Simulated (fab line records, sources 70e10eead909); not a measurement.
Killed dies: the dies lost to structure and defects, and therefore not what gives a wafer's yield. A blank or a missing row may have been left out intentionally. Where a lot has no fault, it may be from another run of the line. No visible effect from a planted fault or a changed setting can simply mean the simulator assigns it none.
Chamber matching -- flow nandHarc -- rieDiel-06 running NHARC_P_ZERO_WELL_DESCUM_54: 4 sister chambers
The step chemistry O2, time 3 s. 4 wafers are shown with their chamber, then 10 later ones without.

== WAFERS WITH THEIR CHAMBER ==
wafer,chamber,drypumpMotorCurrentA (A)
L086.3,1,5.1
L086.4,2,4.8
L089.2,3,5.0
L089.4,0,5.6

== WAFERS WITH NO CHAMBER GIVEN ==
wafer,drypumpMotorCurrentA (A)
L089.5,5.0
L093.3,5.2
L093.4,5.0
L093.6,5.6
L094.2,4.8
L094.5,4.8
L094.6,5.1
L096.1,5.2
L096.3,5.6
L096.4,4.8

== WHICH CHAMBER EACH ONE RAN IN ==
wafer,from the rows above,in truth
L089.5,3,3
L093.3,1,1
L093.4,3,3
L093.6,0,0
L094.2,2,2
L094.5,2,2
L094.6,1,1
L096.1,1,1
L096.3,0,0
L096.4,2,2
10 of 10 placed correctly. Not placeable from these rows: 0. Placed wrongly: 0.
How it was worked out, from the rows above alone: a wafer's distance from a chamber is the root of the sum, over the readings, of the square of ((its reading less the chamber's mean) divided by the reading's scatter). If the next closest chamber is less than 2 further off than the closest, the wafer can't be placed; otherwise it belongs to the closest. Each chamber's mean is taken over the wafers shown for it. The scatter (one wafer shown for each chamber): square how far every hidden wafer sits from the nearest shown wafer, average those squares and take the square root.
